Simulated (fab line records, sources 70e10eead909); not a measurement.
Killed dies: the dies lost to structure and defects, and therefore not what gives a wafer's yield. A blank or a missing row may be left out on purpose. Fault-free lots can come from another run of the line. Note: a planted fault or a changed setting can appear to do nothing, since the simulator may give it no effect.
fab line records ; flow nand_harc
[record] lots = 11; wafers = 33; last_day = 33
route steps=1302 shown A_STAIRCASE@785 END@1302
lots untouched by any fault: they come from a run of this same line in which no faults occurred
start_h: the number of hours between the record's first day and the start of the first shown wafer of the lot ; wait_h: how many hours have passed since the lot's step before this one ; " identical to the entry in the row above ; L1.1+2: a single row standing in for several wafers ; - no value present, or no start provided ; * or withheld: withheld ; < > ~ a bound
route shown NAME@n: names a module that has steps shown in the file, with the first one's number in the route ; usual: average and standard deviation across the fault-free wafers ; same: alike in all rows ; chamber/n: place in a boat ; sites: readings site by site ; _std_site: standard deviation of those values ; _edge_site: the outer-site mean with the inner-site mean subtracted ; radius_mm: how far each site lies from the wafer's centre ; mask NAME#n: copy n ; behind: tool/chamber where the wafer was last shaped ; hold: the reason the lot was held/the length of the hold in hours/how it ended ; device: the transistor (n, p or np) that didn't switch ; end of line: the route-end tests of the same wafers ; a step given without rows: its recipe and nothing more ; killed: not the wafer's yield, but the dies lost to structure and defects at the first sort ; map: shows each die of a wafer: x if killed, . if not, _ if none is there
set.NAME: the run value of the setting; set.NAME@STEP: its run value at that earlier step ; model.NAME: the simulator's own value behind a step, which no gauge read
steps of the route over a sample of lots; a table a step, a row a wafer
services: a tool's chamber out of use, with start hour (start_h, from the record's first day; less than 0 if before it), hours out, and reason
[[steps]]
[step NHARC_A_STAIRCASE_ETCH_271]
[recipe] cf4_flow_sccm = 100; chf3_flow_sccm = 30; ar_flow_sccm = 0; rf_w = 500; bias_w = 200; chemistry = CF4/CHF3
[usual] bias_w = 199.9/0.59; chamber_pressure_mTorr = 24.998/0.024; drypump_motor_current_A = 5.9/0.36; oes_product_au = 0.951/0.021; rf_vpp_V = 370.6/2.5; showerhead_plenum_p_Torr = 1.57/0.073; throttle_valve_pct = 16.801/0.0094
lot.wafer;tool;chamber;start_h;wait_h;bias_w;chamber_pressure_mTorr;drypump_motor_current_A;oes_product_au;rf_hours_counter_h;rf_vpp_V;showerhead_plenum_p_Torr;throttle_valve_pct
L442.1;rie_diel-11;2;379.31;0.1;201.0;25.011;5.7;0.978;37;367.0;1.47;16.792
L442.5;rie_diel-11;3;379.31;0.1;200.4;25.008;6.5;0.981;-;373.9;1.69;16.791
L442.6;rie_diel-11;0;379.31;0.1;199.9;24.965;5.8;0.962;-;371.8;1.59;16.807
L445.1;rie_diel-02;0;406.49;0.1;200.6;24.984;5.6;0.953;0;370.5;1.57;16.798
L445.4;rie_diel-02;2;406.49;0.1;200.4;24.997;5.6;0.951;1;369.6;1.53;16.817
L445.6;rie_diel-02;1;406.49;0.1;200.7;25.026;5.7;0.946;-;374.2;1.64;16.796
L447.1;rie_diel-11;3;416.94;0.1;199.8;25.007;6.5;0.922;51;373.2;1.69;16.811
L447.2;rie_diel-11;1;416.94;0.1;199.9;24.973;5.5;0.931;58;369.5;1.56;16.804
L447.5;rie_diel-11;3;416.94;0.1;198.7;25.002;6.5;0.919;-;374.8;1.69;16.804
L448.2;rie_diel-02;1;426.48;0.1;198.7;24.964;5.8;0.977;6;373.3;1.64;16.808
L448.3;rie_diel-02;3;426.48;0.1;199.9;25.006;5.8;0.957;9;374.8;1.68;16.792
L448.4;rie_diel-02;0;426.48;0.1;200.3;24.975;5.6;0.975;8;369.4;1.57;16.811
L451.2;rie_diel-02;0;462.28;0.2;198.8;24.963;5.6;0.910;21;371.6;1.57;16.801
L451.1;rie_diel-02;1;462.28;0.2;200.0;25.032;5.8;0.918;18;372.4;1.64;16.796
L451.5;rie_diel-02;3;462.28;0.2;200.5;25.015;5.8;0.906;-;374.3;1.68;16.804
L457.1;rie_diel-11;2;513.94;0.1;199.7;25.023;5.7;0.973;23;366.5;1.46;16.803
L457.4;rie_diel-11;0;513.94;0.1;199.7;24.997;5.8;0.964;25;369.7;1.57;16.808
L457.6;rie_diel-11;2;513.94;0.1;200.9;24.965;5.7;0.978;-;366.5;1.46;16.804
L456.2;rie_diel-02;3;514.27;0.1;200.7;24.971;5.7;0.954;41;374.6;1.68;16.786
L456.4;rie_diel-02;1;514.27;0.1;199.3;25.032;5.7;0.973;41;373.4;1.63;16.807
L456.5;rie_diel-02;2;514.27;0.1;200.5;25.017;5.5;0.965;-;369.2;1.52;16.813
L459.3;rie_diel-11;1;531.94;0.1;199.9;25.004;5.5;0.939;32;369.1;1.55;16.812
L459.1;rie_diel-11;2;531.94;0.1;199.7;24.970;5.7;0.950;30;367.4;1.46;16.790
L459.6;rie_diel-11;1;531.94;0.1;199.3;25.005;5.5;0.930;-;371.0;1.55;16.817
L462.4;rie_diel-11;2;578.12;0.1;200.7;24.954;5.7;0.958;44;366.8;1.46;16.805
L462.5;rie_diel-11;3;578.12;0.1;199.9;25.008;6.5;0.952;-;373.6;1.67;16.795
L462.6;rie_diel-11;0;578.12;0.1;199.7;24.983;5.8;0.966;-;370.5;1.57;16.809
L463.4;rie_diel-02;3;581.01;0.1;199.8;24.974;5.8;0.969;0;375.1;1.67;16.816
L463.2;rie_diel-02;0;581.01;0.1;200.1;25.033;5.7;0.954;0;369.2;1.56;16.797
L463.1;rie_diel-02;1;581.01;0.1;198.5;25.017;5.8;0.950;0;372.6;1.63;16.767
L464.4;rie_diel-11;3;597.34;0.2;199.8;24.966;6.4;0.928;49;374.2;1.67;16.810
L464.3;rie_diel-11;0;597.34;0.2;200.1;24.973;5.9;0.956;51;370.9;1.57;16.800
L464.5;rie_diel-11;1;597.34;0.2;200.4;25.020;5.5;0.958;-;370.0;1.54;16.780
[step NHARC_A_STAIRCASE_ETCH_292]
[recipe] cf4_flow_sccm = 100; chf3_flow_sccm = 30; ar_flow_sccm = 0; rf_w = 500; bias_w = 200; chemistry = CF4/CHF3
[usual] bias_w = 200.0/0.65; chamber_pressure_mTorr = 24.997/0.024; drypump_motor_current_A = 6.0/0.39; oes_product_au = 0.937/0.022; rf_vpp_V = 370.5/2.5; showerhead_plenum_p_Torr = 1.57/0.074; throttle_valve_pct = 16.803/0.0099
lot.wafer;tool;chamber;start_h;wait_h;bias_w;chamber_pressure_mTorr;drypump_motor_current_A;oes_product_au;rf_hours_counter_h;rf_vpp_V;showerhead_plenum_p_Torr;throttle_valve_pct
L442.1;rie_diel-03;3;389.09;0.2;200.2;25.003;6.3;0.930;20;368.1;1.54;16.795
L442.6;rie_diel-03;0;389.09;0.2;199.2;25.004;6.4;0.923;-;368.6;1.51;16.807
L442.5;rie_diel-03;1;389.09;0.2;200.4;25.017;6.0;0.945;-;367.2;1.49;16.776
L445.1;rie_diel-11;3;415.10;0.1;200.5;24.994;6.5;0.929;51;374.2;1.69;16.821
L445.4;rie_diel-11;0;415.10;0.1;199.0;24.987;5.8;0.923;57;371.1;1.58;16.803
L445.6;rie_diel-11;1;415.10;0.1;200.2;24.984;5.5;0.927;-;370.2;1.56;16.798
L447.2;rie_diel-03;0;423.18;0.1;200.8;25.015;6.4;0.917;47;367.5;1.51;16.791
L447.1;rie_diel-03;2;423.18;0.1;199.8;24.995;6.7;0.917;49;373.3;1.69;16.791
L447.5;rie_diel-03;3;423.18;0.1;199.2;24.960;6.2;0.934;-;369.5;1.54;16.815
L448.3;rie_diel-03;2;434.59;0.1;199.3;24.989;6.7;0.967;52;373.2;1.69;16.784
L448.2;rie_diel-03;3;434.59;0.1;199.9;24.997;6.2;0.981;35;369.2;1.54;16.818
L448.4;rie_diel-03;0;434.59;0.1;199.3;24.999;6.4;0.980;50;369.3;1.50;16.795
L451.2;rie_diel-11;2;470.60;0.1;200.2;24.991;5.6;0.930;13;367.6;1.47;16.797
L451.1;rie_diel-11;0;470.60;0.1;199.6;25.028;5.8;0.918;13;370.5;1.58;16.802
L451.5;rie_diel-11;2;470.60;0.1;200.4;24.992;5.6;0.920;-;367.2;1.47;16.789
L457.1;rie_diel-02;1;520.73;0.1;199.2;25.003;5.8;0.955;44;373.3;1.63;16.790
L457.4;rie_diel-02;3;520.73;0.1;199.7;24.999;5.8;0.971;47;374.7;1.67;16.799
L457.6;rie_diel-02;1;520.73;0.1;199.3;25.018;5.8;0.962;-;371.8;1.63;16.801
L456.2;rie_diel-03;2;522.46;0.1;200.3;25.054;6.7;0.924;15;375.5;1.68;16.807
L456.4;rie_diel-03;0;522.46;0.1;200.7;24.993;6.4;0.929;-;367.6;1.50;16.802
L456.5;rie_diel-03;3;522.46;0.1;199.8;25.010;6.3;0.908;-;368.8;1.53;16.810
L459.3;rie_diel-03;2;539.93;0.1;200.1;24.981;6.7;0.950;23;375.0;1.68;16.802
L459.1;rie_diel-03;3;539.93;0.1;199.5;24.974;6.2;0.959;25;369.6;1.53;16.800
L459.6;rie_diel-03;3;539.93;0.1;199.8;25.004;6.2;0.963;-;368.2;1.53;16.808
L462.4;rie_diel-11;2;583.99;0.1;200.4;25.018;5.7;0.939;46;367.0;1.46;16.795
L462.6;rie_diel-11;3;583.99;0.1;201.2;24.979;6.5;0.911;-;373.0;1.67;16.805
L462.5;rie_diel-11;0;583.99;0.1;199.3;25.003;5.8;0.920;-;370.8;1.57;16.797
L463.2;rie_diel-03;0;590.23;0.1;199.4;25.020;6.3;0.950;38;367.6;1.49;16.816
L463.1;rie_diel-03;1;590.23;0.1;200.2;24.991;6.0;0.956;42;367.4;1.48;16.798
L463.4;rie_diel-03;3;590.23;0.1;199.8;24.989;6.3;0.940;38;368.7;1.53;16.806
L464.4;rie_diel-02;3;603.22;0.1;199.2;24.972;5.8;0.955;11;373.4;1.67;16.794
L464.3;rie_diel-02;0;603.22;0.1;199.9;25.063;5.6;0.964;10;370.9;1.56;16.802
L464.5;rie_diel-02;0;603.22;0.1;199.7;24.962;5.6;0.956;-;371.0;1.56;16.802
[step NHARC_A_STAIRCASE_DEP_301]
[recipe] target_thk_a = 300; target_thk_nm = 30; temp_c = 400; pressure_torr = 3.5; flow_sccm = 200; rf_w = 350; material = SiON
[usual] heater_power_w = 726/99; rf_fwd_power_W = 348.6/1
lot.wafer;tool;chamber;start_h;wait_h;heater_power_w;rf_fwd_power_W
L442.1;pecvd-04;0;394.00;1.6;922;348.0
L442.6;pecvd-04;0;394.00;1.6;920;347.9
L442.5;pecvd-04;1;394.00;1.6;677;349.8
L445.1;pecvd-04;1;419.47;1.6;648;349.5
L445.6;pecvd-04;0;419.47;1.6;806;347.2
L445.4;pecvd-04;2;419.47;1.6;661;347.8
L447.1;pecvd-01;0;427.38;1.6;827;349.4
L447.2;pecvd-01;2;427.38;1.6;663;349.8
L447.5;pecvd-01;0;427.38;1.6;829;349.0
L448.2;pecvd-01;1;438.66;1.3;650;347.8
L448.3;pecvd-01;2;438.66;1.3;681;350.0
L448.4;pecvd-01;2;438.66;1.3;683;348.5
L451.1;pecvd-04;0;474.80;1.6;836;349.2
L451.2;pecvd-04;1;474.80;1.6;714;350.3
L451.5;pecvd-04;2;474.80;1.6;678;348.9
L457.1;pecvd-04;1;524.79;1.6;722;389.7
L457.4;pecvd-04;0;524.79;1.6;878;389.0
L457.6;pecvd-04;1;524.79;1.6;705;391.1
L456.2;pecvd-04;2;529.56;1.2;585;390.0
L456.4;pecvd-04;2;529.56;1.2;577;392.2
L456.5;pecvd-04;0;529.56;1.2;789;390.7
L459.3;pecvd-03;1;545.79;0.9;832;347.8
L459.1;pecvd-03;2;545.79;0.9;544;351.2
L459.6;pecvd-03;0;545.79;0.9;831;348.7
L462.6;pecvd-01;1;590.10;0.1;765;348.2
L462.4;pecvd-01;2;590.10;0.1;637;349.6
L462.5;pecvd-01;0;590.10;0.1;820;347.7
L463.1;pecvd-01;0;594.62;1.6;741;346.9
L463.2;pecvd-01;2;594.62;1.6;642;349.6
L463.4;pecvd-01;2;594.62;1.6;624;348.9
L464.3;pecvd-03;2;607.52;1.0;573;346.9
L464.4;pecvd-03;2;607.52;1.0;570;348.1
L464.5;pecvd-03;1;607.52;1.0;763;348.8
[step NHARC_A_STAIRCASE_ETCH_315]
[recipe] target_depth_a = 25000; time_s = 607.1; ion_energy_ev = 800; c4f8_flow_sccm = 80; o2_flow_sccm = 60; ar_flow_sccm = withheld; rf_w = 600; bias_w = 3000; chemistry = C4F8/O2/Ar
[usual] bias_w = 3000/9.5; chamber_pressure_mTorr = 25.001/0.024; oes_product_au = 0.928/0.0086; rf_vpp_V = 1825/13
lot.wafer;tool;chamber;start_h;wait_h;bias_w;chamber_pressure_mTorr;oes_product_au;rf_hours_counter_h;rf_vpp_V
L442.1;rie_diel-03;1;-;-;3004;25.032;0.927;37;1813
L442.6;rie_diel-03;0;-;-;2988;25.006;0.922;-;1815
L442.5;rie_diel-03;1;-;-;2992;25.010;0.936;-;1813
L445.1;rie_diel-11;0;-;-;3002;25.034;0.938;59;1829
L445.4;rie_diel-11;2;-;-;2992;24.973;0.911;54;1809
L445.6;rie_diel-11;3;-;-;3000;25.032;0.941;-;1845
L447.2;rie_diel-02;1;-;-;3016;24.996;0.924;8;1837
L447.1;rie_diel-02;2;-;-;3013;25.030;0.930;8;1821
L447.5;rie_diel-02;3;-;-;2987;24.977;0.917;-;1843
L448.3;rie_diel-11;1;-;-;3011;24.985;0.937;0;1822
L448.2;rie_diel-11;2;-;-;3026;24.999;0.933;0;1810
L448.4;rie_diel-11;3;-;-;2986;24.933;0.916;0;1844
L451.2;rie_diel-02;2;-;-;2998;24.998;0.924;28;1819
L451.1;rie_diel-02;1;-;-;3003;25.009;0.918;27;1837
L451.5;rie_diel-02;3;-;-;2981;25.014;0.917;-;1843
L457.1;rie_diel-03;3;-;-;3004;24.959;0.926;18;1819
L457.4;rie_diel-03;2;-;-;2991;25.004;0.928;17;1845
L457.6;rie_diel-03;3;-;-;2988;25.002;0.922;-;1820
L456.2;rie_diel-02;1;-;-;2992;25.030;0.944;46;1835
L456.4;rie_diel-02;2;-;-;3003;25.026;0.930;46;1817
L456.5;rie_diel-02;1;-;-;2995;24.991;0.945;-;1836
L459.3;rie_diel-03;3;-;-;3009;24.970;0.909;27;1820
L459.1;rie_diel-03;0;-;-;2991;24.971;0.921;28;1815
L459.6;rie_diel-03;1;-;-;3000;24.976;0.939;-;1812
L462.4;rie_diel-11;2;-;-;2989;24.993;0.939;49;1808
L462.5;rie_diel-11;1;-;-;3003;24.994;0.921;-;1823
L462.6;rie_diel-11;2;-;-;2992;24.980;0.934;-;1809
L463.1;rie_diel-03;0;-;-;2990;25.010;0.924;40;1813
L463.2;rie_diel-03;2;-;-;3002;24.998;0.925;42;1843
L463.4;rie_diel-03;0;-;-;2991;24.988;0.927;-;1814
L464.4;rie_diel-11;1;-;-;2990;25.004;0.929;56;1821
L464.3;rie_diel-11;3;-;-;2990;24.993;0.932;55;1842
L464.5;rie_diel-11;0;-;-;2997;25.001;0.923;-;1826
[step NHARC_END_SORT_01]
[recipe] temp_c = 25
[usual] killed_at_array = 50/20; killed_at_other = 1.2/1.5; killed_at_periphery = 3.6/2.6; killed_dies = 55/20; killed_open = 3.4/2; killed_short = 2.7/1.6
[same] gross_dies = 677
lot.wafer;tool;chamber;start_h;wait_h;killed_at_array;killed_at_other;killed_at_periphery;killed_dies;killed_open;killed_short
L448.2;prober-02;0;620.55;2.8;51;0;5;56;1;3
L448.3;prober-02;0;621.34;3.1;59;0;4;63;3;6
L448.4;prober-02;0;622.12;3.4;57;0;3;60;2;2
L459.1;prober-01;0;715.39;2.5;29;4;5;38;2;5
L459.3;prober-01;0;716.99;3.1;52;1;3;56;9;4
L459.6;prober-01;0;719.39;4.0;40;2;1;43;4;4
// killed by level:class
L448.2 A_CHANNEL_HOLE_D1:chamber_film_flake=31 A_CHANNEL_HOLE_D2:chamber_film_flake=4 A_STAIRCASE:chamber_film_flake=4 P_GATE:chamber_film_flake=3 A_CONTACT:chamber_film_flake=3 A_SGD_CUT:chamber_film_flake=2 A_BLC:chamber_film_flake=2 P_M0:geometric_particle:short=1
L448.3 A_CHANNEL_HOLE_D1:chamber_film_flake=23 A_CHANNEL_HOLE_D2:chamber_film_flake=10 A_CONTACT:chamber_film_flake=5 A_BLC:chamber_film_flake=4 A_WL_FILL:chamber_film_flake=3 A_STAIRCASE:chamber_film_flake=3 P_BONDPAD:chamber_film_flake=2 A_SGD_CUT:chamber_film_flake=2
L448.4 A_CHANNEL_HOLE_D1:chamber_film_flake=28 A_CONTACT:chamber_film_flake=8 A_CHANNEL_HOLE_D2:chamber_film_flake=5 A_STAIRCASE:chamber_film_flake=4 P_BONDPAD:chamber_film_flake=3 A_SGD_CUT:chamber_film_flake=3 A_WL_FILL:chamber_film_flake=3 A_SOURCE_PLATE:geometric_particle:short=1
L459.1 A_CHANNEL_HOLE_D1:chamber_film_flake=10 A_SLIT:chamber_film_flake=10 THIN_TSV:chamber_film_flake=4 P_CONTACT:chamber_film_flake=3 A_DECK1_JOINT:geometric_particle:short=2 P_CONTACT:geometric_particle:short=1 P_M0:geometric_particle:short=1 A_ONON_D2:geometric_particle:open=1
L459.3 A_SLIT:chamber_film_flake=27 A_CHANNEL_HOLE_D1:chamber_film_flake=7 A_WL_FILL:chamber_film_flake=3 P_M0:geometric_particle:open=2 A_M0:geometric_particle:open=2 A_WL_FILL:geometric_particle:open=2 A_CHANNEL_FILL_D2:chamber_film_flake=2 A_ONON_D1:geometric_particle:short=1
L459.6 A_CHANNEL_HOLE_D1:chamber_film_flake=14 A_SLIT:chamber_film_flake=12 A_WL_FILL:chamber_film_flake=3 A_BLC:chamber_film_flake=3 A_BLC:geometric_particle:open=2 THIN_TSV:chamber_film_flake=2 P_M0:geometric_particle:short=1 A_ONON_D1:geometric_particle:short=1
[[services]]
tool;chamber;start_h;hours;kind
rie_diel-11;0;363.74;-;clean
rie_diel-11;1;363.74;-;clean
rie_diel-11;2;363.74;-;clean
rie_diel-11;3;363.74;-;clean
pecvd-03;-;366.01;13.0;pm
rie_diel-11;0;388.24;-;clean
rie_diel-11;1;388.24;-;clean
rie_diel-11;2;388.24;-;clean
rie_diel-02;-;393.88;9.0;pm
rie_diel-11;0;426.88;5.3;repair
rie_diel-11;-;432.53;9.0;pm
rie_diel-03;1;437.05;22.3;repair
pecvd-04;-;450.00;13.0;pm
rie_diel-03;-;458.43;9.0;pm
rie_diel-11;2;480.26;1.8;repair
pecvd-01;-;492.27;13.0;pm
rie_diel-02;3;492.94;4.1;repair
pecvd-04;-;517.48;0.6;repair
pecvd-03;-;547.01;13.0;pm
rie_diel-03;0;558.29;5.3;repair
rie_diel-02;-;570.93;9.0;pm
pecvd-04;-;572.33;1.0;repair
rie_diel-03;3;593.75;15.1;repair
pecvd-04;-;598.19;0.7;repair
[[key]]
[first_sign] step = NHARC_A_STAIRCASE_DEP_301; reading = rf_fwd_power_W; direction = up; sigmas = 42; usual = *; struck = *
effect none on later readings
met_at NHARC_A_STAIRCASE_DEP_301
struck_lots L456,L457
tester_left_out L456,L457
not_acting_at NHARC_A_STAIRCASE_ETCH_271,NHARC_A_STAIRCASE_ETCH_292,NHARC_A_STAIRCASE_ETCH_315
onset_between 474.80 524.79
[fault] kind = process_parameter_drift; tool = pecvd-04; chamber = -; onset_h = 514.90; steps = NHARC_A_STAIRCASE_DEP_301; channel = rf_w; offset = *; shape = step; end_h = 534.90; acts_in = *; stated = *
// tester_left_out: of these lots the tester's yield and bins aren't shown, on N5 and GAA mostly nor the transistor test; their killed dies are dies lost to structure and defects alone, not to doping, threshold or leakage, so they don't give the yield
